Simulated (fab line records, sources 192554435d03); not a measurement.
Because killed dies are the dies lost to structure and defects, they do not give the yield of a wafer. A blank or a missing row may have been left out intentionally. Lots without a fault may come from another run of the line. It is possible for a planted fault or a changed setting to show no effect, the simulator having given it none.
Split-lot experiment -- flow n5-finfet -- route with 1938 steps; 7 lots, 21 wafers read

== THE SPLIT ITSELF ==
At N5_BEOL_M11_TRENCH_ETCH_37 (etches SiCOH lowk in C4F6/O2, target depth 148.83 nm, time 48 s), the setting time-s was moved away from the recipe's 48 s on 6 of the 21 wafers read, by -12.6% to +16.0%. The other wafers ran this setting at the recipe's value.

== FROM THE SPLIT TO THE READING: what the file shows between them, 2 steps ==
- N5_BEOL_M11_ETCH_41: etches SiCN in CH3F/O2, target depth 42.6 nm, time 86 s
- N5_BEOL_M11_STRIP_77: strips in N2/H2, time 10 s

== THE READING ==
trench-depth-nm, in nm, at N5_BEOL_M11_OCD_MEAS_38. A value of 147 nm with a standard deviation of 4.6 nm is what fault-free wafers of this fab line usually give.

wafer,"tool, chamber at the split","time-s as run, s",against the recipe,"trench-depth-nm, nm",against lot-mates on the recipe
L079.1,"rie-diel-04, 2",48,recipe,144,-
L079.3,"rie-diel-04, 0",48,recipe,143,-
L079.5,"rie-diel-04, 1",55.41,+15.4%,173,+30
L082.1,"rie-diel-01, 3",48,recipe,140,-
L082.2,"rie-diel-01, 2",48,recipe,150,-
L082.4,"rie-diel-01, 1",48,recipe,142,-
L083.1,"rie-diel-04, 1",48,recipe,150,-
L083.3,"rie-diel-04, 2",48,recipe,142,-
L083.6,"rie-diel-04, 2",48,recipe,141,-
L089.3,"rie-diel-04, 1",48,recipe,150,-
L089.5,"rie-diel-04, 0",48,recipe,143,-
L089.6,"rie-diel-04, 1",55.69,+16.0%,175,+28
L090.2,"rie-diel-04, 2",48,recipe,142,-
L090.3,"rie-diel-04, 3",43.13,-10.1%,138,-4
L090.4,"rie-diel-04, 0",43.13,-10.1%,126,-16
L094.2,"rie-diel-04, 1",48,recipe,149,-
L094.3,"rie-diel-04, 2",48,recipe,143,-
L094.5,"rie-diel-04, 2",48,recipe,141,-
L095.1,"rie-diel-02, 0",41.95,-12.6%,123,-27
L095.3,"rie-diel-02, 2",48,recipe,150,-
L095.4,"rie-diel-02, 3",41.95,-12.6%,126,-24

FIT RESULTS
A straight line over all 21 wafers: trench-depth-nm changes by +1.67 nm for each +1% of time-s; r = +0.95; the points scatter about the line by 4.2 nm.
The same after taking each lot's own level away (the mean of its wafers on the recipe; 21 wafers): +1.73 nm for each +1%; r = +0.94; scatter 4.5 nm.
The reading moves by 28 nm for the largest change in time-s, on that fit.
Across the lots, their own levels run from 142.0 to 150.0 nm, a range of 1.7 times the standard deviation given above.
Consequently the slope shifts little with the lot-to-lot level, the two slopes agreeing.
Check: for one of the wafers moved furthest among these (+16.0%), held out of the fit, the line's prediction against its lot-mates is +28.2 nm. It came out at +28.5 nm against them.

== OTHER SPLITS APPLIED TO THESE WAFERS ==
Before the reading, these wafers also passed through other splits. Each is held against what the fit with the lots' levels taken away leaves over:
other split on the same wafers,wafers away from the commonest value,r with trench-depth-nm (lot level and that fit taken away)
N5_BEOL_M9_TRENCH_ETCH_37 time-s,7,+0.07
N5_BEOL_M9_HM_STRIP_39 time-s,9,-0.33
N5_BEOL_M10_TRENCH_ETCH_37 time-s,6,-0.01

== THE WHOLE CHAIN: every reading that the file lists as answering this split, in the file's order ==
step,what it does,reading,change (the file's fit),r (the file's)
N5_BEOL_M11_TRENCH_ETCH_37,"etches SiCOH lowk in C4F6/O2, target depth 148.83 nm, time 48 s","BEOL_M11.feature-depth-nm (the simulator's own value, which no gauge read)",+1.77 nm for each +1% of the setting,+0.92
N5_BEOL_M11_TRENCH_ETCH_37,"etches SiCOH lowk in C4F6/O2, target depth 148.83 nm, time 48 s","etch.depth-nm (the simulator's own value, which no gauge read)",+1.76 nm for each +1% of the setting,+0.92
N5_BEOL_M11_TRENCH_ETCH_37,"etches SiCOH lowk in C4F6/O2, target depth 148.83 nm, time 48 s","TiN_of_BEOL_M11_HM_DEP_02.thk-nm (the simulator's own value, which no gauge read)",-0.0752 nm for each +1% of the setting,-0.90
N5_BEOL_M11_OCD_MEAS_38,,trench-depth-nm,+1.77 nm for each +1% of the setting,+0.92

== FILE'S OWN FIT ==
trench-depth-nm changes by +1.77 nm for each +1% of time-s, r = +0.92.
